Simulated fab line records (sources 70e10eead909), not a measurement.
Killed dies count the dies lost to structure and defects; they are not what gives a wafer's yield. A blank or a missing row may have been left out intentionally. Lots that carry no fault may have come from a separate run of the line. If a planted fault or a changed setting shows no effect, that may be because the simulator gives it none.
2 desks, one fault    flow nand harc    numbers are kept per desk, each desk with only its own; the story behind them comes last

== AT THE METROLOGY DESK ==
Means of the sampled wafers that have a number, per lot and without regard to the tool the lot ran on: this is what the gauges read. Any lot whose mean is over 4 standard deviations away from the usual mean is out of limits and marked OUT; that distance is given in the brackets.
Columns: A = cd nm at NHARC_THIN_TSV_CD_MEAS_33, usual 5000.8 nm
lot   first seen here  A
L433  day 24 11:26     4999.0
L435  day 24 22:58     5000.7
L437  day 25 05:56     5000.0
L439  day 26 14:16     4999.8
L441  day 27 04:31     5002.5
L442  day 27 15:22     4997.2
L447  day 29 22:43     5000.5
L448  day 30 06:34     5000.3
L453  day 31 18:56     5000.7
L455  day 32 18:58     5003.2
L454  day 32 20:28     5002.9
L456  day 34 02:36     5000.9
This desk's verdict: no lot among the 12 shows anything out of limits.

== TOOL OWNER'S DESK, rie diel-08 ==
The tool's own readings at NHARC_A_CONTACT_ETCH_90 (etches the open film in CH3F/O2, target depth 40 nm, time 85.7 s): means of the sampled wafers that have a number, for each lot that ran on this tool. Any lot whose mean is over 4 standard deviations away from the usual mean is out of limits and marked OUT; that distance is given in the brackets.
Columns: A = bias w at NHARC_A_CONTACT_ETCH_90, usual 100.00 W; B = drypump motor current A at NHARC_A_CONTACT_ETCH_90, usual 5.8 A; C = oes product au at NHARC_A_CONTACT_ETCH_90, usual 0.95 a.u.; D = rf vpp V at NHARC_A_CONTACT_ETCH_90, usual 244.4 V; E = showerhead plenum p Torr at NHARC_A_CONTACT_ETCH_90, usual 2.46 Torr; F = throttle valve pct at NHARC_A_CONTACT_ETCH_90, usual 20.665 %
lot   first seen here  A       B    C     D      E     F
L433  day 22 01:20     100.22  5.7  0.98  243.2  2.39  20.665
L435  day 22 12:07     100.10  5.8  0.93  244.7  2.47  20.662
L437  day 22 21:27     100.34  6.1  0.93  244.6  2.48  20.666
L442  day 25 02:20     100.03  5.7  0.92  243.8  2.39  20.664
L447  day 27 16:08     100.08  6.2  0.96  245.8  2.56  20.674
L448  day 27 23:59     100.00  5.9  0.93  244.0  2.37  20.659
L455  day 30 12:50     100.18  5.7  0.93  243.9  2.41  20.662
L456  day 31 14:07     99.99   6.0  1.01  243.8  2.44  20.668
This desk's verdict: no lot among the 8 shows anything out of limits.

== TAKEN TOGETHER ==
At the metrology desk, nothing out of limits was observed.
The desk of the tool owner found nothing out of limits.

== WHAT WAS PUT IN BY THE SIMULATOR ==
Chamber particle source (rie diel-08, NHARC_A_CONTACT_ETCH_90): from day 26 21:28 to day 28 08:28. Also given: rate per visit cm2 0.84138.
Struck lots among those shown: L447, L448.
